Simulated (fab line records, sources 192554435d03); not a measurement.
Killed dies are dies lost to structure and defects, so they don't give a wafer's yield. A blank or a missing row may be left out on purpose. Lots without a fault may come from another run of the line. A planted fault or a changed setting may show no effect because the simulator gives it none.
One fault seen from 2 desks | flow n5_finfet | each desk has only its own numbers; what lay behind them comes last

THE TOOL OWNER'S DESK: vapor_etch-02
The tool's own readings at N5_STI_FIN_REVEAL_RECESS_09 (chemistry HF/NH3, target SiO2, afs cycles 11, target depth 42.5 nm, sublimation time 60 s): means of the sampled wafers that have a number, for each lot that ran on this tool. A lot is out of limits, marked OUT, if its mean lies more than 4 standard deviations from the usual mean; the brackets give that distance.
Columns: A = drypump_motor_current_A at N5_STI_FIN_REVEAL_RECESS_09, usual 5.9 A
lot  | first seen here | A
L547 | day 3 09:59     | 6.2
L548 | day 3 15:41     | 6.2
L549 | day 3 21:49     | 6.2
L551 | day 4 12:13     | 6.2
L555 | day 5 12:52     | 6.2
L556 | day 5 18:04     | 6.2
L560 | day 6 17:38     | 6.2
L561 | day 7 00:26     | 6.2
L563 | day 7 12:58     | 6.2
This desk's finding: nothing out of limits on any of the 9 lots.

THE METROLOGY DESK
What the gauges read, lot by lot, whatever tool the lot ran on: means of the sampled wafers that have a number. A lot is out of limits, marked OUT, if its mean lies more than 4 standard deviations from the usual mean; the brackets give that distance.
Columns: A = cd_nm at N5_STI_FIN_REVEAL_CD_MEAS_22, usual 6.21 nm; B = trench_depth_nm at N5_STI_FIN_REVEAL_FIN_H_MEAS_10, usual 52.1 nm
lot  | first seen here | A    | B
L547 | day 3 12:39     | 6.14 | 53.4
L548 | day 3 18:24     | 6.20 | 51.8
L549 | day 4 00:30     | 5.92 | 52.7
L550 | day 4 06:55     | 6.11 | 51.7
L551 | day 4 14:56     | 6.31 | 52.4
L555 | day 5 15:32     | 6.07 | 52.5
L556 | day 5 20:46     | 6.16 | 52.6
L557 | day 6 00:25     | 6.25 | 50.9
L559 | day 6 13:19     | 6.38 | 51.4
L560 | day 6 20:20     | 5.96 | 49.7
L561 | day 7 03:06     | 6.40 | 49.5
L563 | day 7 15:38     | 6.67 | 47.2 (-6.3) OUT
This desk's finding: out of limits on L563; first on L563, day 7 15:40 (trench_depth_nm at N5_STI_FIN_REVEAL_FIN_H_MEAS_10). In limits: L547, L548, L549, L550, L551, L555, L556, L557, L559, L560, L561.

PUT TOGETHER
The metrology desk could have raised an alarm at day 7 15:40, on L563.
The tool owner's desk saw nothing out of limits.
The tool owner's desk has L563 on record, within its limits.
Of the lots named, all ran N5_STI_FIN_REVEAL_RECESS_09 on vapor_etch-02.

WHAT THE SIMULATOR HAD PUT IN
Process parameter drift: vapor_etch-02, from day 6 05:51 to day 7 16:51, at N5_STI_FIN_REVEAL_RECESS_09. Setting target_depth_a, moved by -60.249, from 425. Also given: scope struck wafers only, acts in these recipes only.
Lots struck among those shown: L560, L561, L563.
Hours from the fault's start to each desk's first reading out of limits: the metrology desk, 34.
